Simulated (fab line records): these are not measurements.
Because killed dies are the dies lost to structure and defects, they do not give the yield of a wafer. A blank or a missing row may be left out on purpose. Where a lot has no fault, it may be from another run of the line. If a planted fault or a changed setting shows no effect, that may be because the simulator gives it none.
What tool caused it? ; flow nand harc ; Sampling: 12 lots, 36 wafers, 2 of 1159 route steps

== WHAT EACH GAUGE READ, for each wafer ==
NHARC_P_M1_INSPECT_27.
lot;measured;on;raw defect count
L075;day 6 13:04;defect inspect-01;339 228 153
L076;day 6 17:59;defect inspect-02;364 283 283
L079;day 7 07:23;defect inspect-02;371 161 290
L081;day 8 01:35;defect inspect-02;429 409 605
L083;day 8 08:55;defect inspect-02;235 390 304
L086;day 9 05:33;defect inspect-02;327 234 535
L085;day 9 07:04;defect inspect-02;353 300 334
L089;day 10 03:16;defect inspect-01;320 242 273
L091;day 10 10:38;defect inspect-01;230 166 305
L093;day 10 16:27;defect inspect-02;382 424 521
L095;day 11 03:28;defect inspect-02;344 451 254
L097;day 11 20:44;defect inspect-02;382 285 244

== WHICH TOOL RAN EACH LOT (tool, then ch and the chambers of the sampled wafers, then the start) ==
lot;NHARC_P_M1_DEGAS_29
L075;pvd sputter-02, day 6 11:18
L076;pvd sputter-02, day 6 16:25
L079;pvd sputter-01, day 7 05:50
L081;pvd sputter-02, day 7 23:48
L083;pvd sputter-01, day 8 07:22
L086;pvd sputter-01, day 9 03:59
L085;pvd sputter-03, day 9 05:30
L089;pvd sputter-03, day 10 01:29
L091;pvd sputter-01, day 10 09:04
L093;pvd sputter-02, day 10 14:52
L095;pvd sputter-03, day 11 01:55
L097;pvd sputter-01, day 11 19:06
- NHARC_P_M1_DEGAS_29: time 60 s.

== THE ANSWER, worked out from the rows above alone ==
Rule: the lots themselves supply what counts as usual. The widest of any qualifying gaps counts: lots, ordered by their means at a reading, are off when they make up no more than a third of the lots, leave a main group of 4 or more, and stand apart from it by 3 or more times the standard deviation of that group's means. A main group whose means are all the same, to the digits that the tables above print for the reading, isn't used. A lot without any number at a reading at which 4 lots or more have one is off too. Where the step has rows for the other lots, those lots are counted as sound.
None of the lots is off at any reading shown; this tells nothing.

== WHAT THE SIMULATOR HAD PUT IN ==
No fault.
